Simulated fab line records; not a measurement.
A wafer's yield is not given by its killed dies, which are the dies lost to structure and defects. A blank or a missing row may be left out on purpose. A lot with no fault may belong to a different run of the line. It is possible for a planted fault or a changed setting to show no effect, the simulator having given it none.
Comparing a struck lot with a sound one + flow n5-finfet + 15 steps out of a route of 1938
Sound: wafers L322.1, L322.2, L322.4. Struck: wafer L331.6 (left out: L331.1, a lot-mate that was not struck); the cause follows at the end.
At each step with rows: each side's tool, then ch and its chambers, then its first start. Under that, the readings that differ: sound wafers + struck wafers + difference of the means + sigmas: that difference in standard deviations of wafers without a fault.
alike: readings with means less than 2 such deviations apart, plus words and numbers identical on both sides. not compared: withheld readings, readings lacking a value on some wafer, bounds such as >300 that could conceal the same value, and numbers that have no deviation in the record and whose values overlap.
A row with sigmas, a row that says differs or no value, or rows on one side alone: a step with any of these is where the two part. Numbers that don't overlap but have no deviation are shown without sigmas and don't part them. A reading that every wafer of one side lacks parts them only if that side has two wafers or more.

first, 7 steps without rows for these wafers: N5_BEOL_M10_COAT_64 (time 60 s, resist thk 30 nm); N5_BEOL_M10_COAT_22 (resist thk 90 nm); N5_BEOL_M10_EBR_24; N5_BEOL_M10_SOFTBAKE_23 (time 60 s); N5_BEOL_M10_EXPOSE_25 (exposes mask V9); N5_BEOL_M10_PEB_26 (peb time 60 s); N5_BEOL_M10_DEVELOP_27 (develop time 30 s).
N5_BEOL_M10_CD_MEAS_28: target cd 70 nm.
  sound on cd-sem-01 ch 0, day 11 07:42; struck on cd-sem-03 ch 0, day 14 05:26
  alike: cd-nm
N5_BEOL_M10_OVL_MEAS_29:
  sound on overlay-02 ch 0, day 11 07:44; struck on overlay-01 ch 0, day 14 05:28
  alike: V9_OVL
N5_BEOL_M10_INSPECT_30: inspects for defects (brightfield).
  struck on defect-inspect-01, day 14 05:29; sound on defect-inspect-01, day 11 07:45
  alike: raw-defect-count
N5_BEOL_M10_DESCUM_33: chemistry O2, time 7.9 s.
  sound on rie-diel-01 ch 0,1,3, day 11 07:47; struck on rie-diel-01 ch 1, day 14 05:54
| reading          | sound             | struck | difference | sigmas |
|------------------|-------------------|--------|------------|--------|
| bias-power-w (W) | 20.02 20.09 20.04 | 19.86  | -0.19      | -3     |
  alike: drypump-motor-current-A, oes-product-au, rf-vpp-V, showerhead-plenum-p-Torr, throttle-valve-pct
  not compared: rf-hours-counter-h
N5_BEOL_M10_ETCH_65: etches SiARC in CF4, target depth 39 nm, time 65 s.
  sound on rie-diel-01 ch 0,1,3, day 11 07:49; struck on rie-diel-01 ch 1, day 14 05:56
  alike: bias-w, drypump-motor-current-A, etch-rf-on-time-s, mfc-ar-sccm, oes-product-au, rf-vpp-V, showerhead-plenum-p-Torr, throttle-valve-pct
  not compared: rf-hours-counter-h
N5_BEOL_M10_ETCH_66: etches SOC in N2/H2, target depth 120 nm, overetch 24 nm, time 180 s.
  sound on rie-diel-01 ch 0,1,3, day 11 07:52; struck on rie-diel-01 ch 1, day 14 05:59
| reading                                     | sound             | struck | difference | sigmas      |
|---------------------------------------------|-------------------|--------|------------|-------------|
| oes-product-au (a.u.)                       | 0.74 0.58 0.77    | 0.50   | -0.20      | -3          |
| run-length-s (s)                            | 203.3 202.5 203.0 | 257.1  | +54.2      | +99 or more |
| model.SiARC_of_BEOL_M10_COAT_64.thk-nm (nm) | 22.8 22.8 22.6    | 20.6   | -2.1       |             |
  alike: bias-w, drypump-motor-current-A, rf-vpp-V, showerhead-plenum-p-Torr, throttle-valve-pct
  not compared: rf-hours-counter-h
then, 1 step without rows for these wafers: N5_BEOL_M10_STRIP_69 (strips in N2/H2).
-- record jumps: 3 days separate the struck wafers' starts on either side; left off in module BEOL_M10, taken up again in module PASSIVATION, whose first shown step is the route's number 1936 --
N5_PASSIVATION_PROBE_49:
  struck on prober-02, day 17 06:32; sound on prober-01, day 13 17:31
| reading               | sound       | struck | difference | sigmas |
|-----------------------|-------------|--------|------------|--------|
| killed_at_M0_to_M3    | 31 32 35    | 59     | +26        | +2     |
| killed-short          | 32 28 28    | 48     | +19        | +2     |
| sort_bin_6_memory (%) | 2.9 3.6 2.9 | 4.7    | +1.6       | +2     |
  alike: defect-limited-yield, killed_at_M4_up, killed-at-contacts, killed-at-front-end, killed-at-other, killed-dies, killed-open, sort_bin_4_leakage, sort_bin_5_function, sort-n-pass, sort-yield-pct

## WHERE THEY PART
Earliest at N5_BEOL_M10_DESCUM_33; latest, in this record, at N5_PASSIVATION_PROBE_49.

WHY: what had been put in by the simulator
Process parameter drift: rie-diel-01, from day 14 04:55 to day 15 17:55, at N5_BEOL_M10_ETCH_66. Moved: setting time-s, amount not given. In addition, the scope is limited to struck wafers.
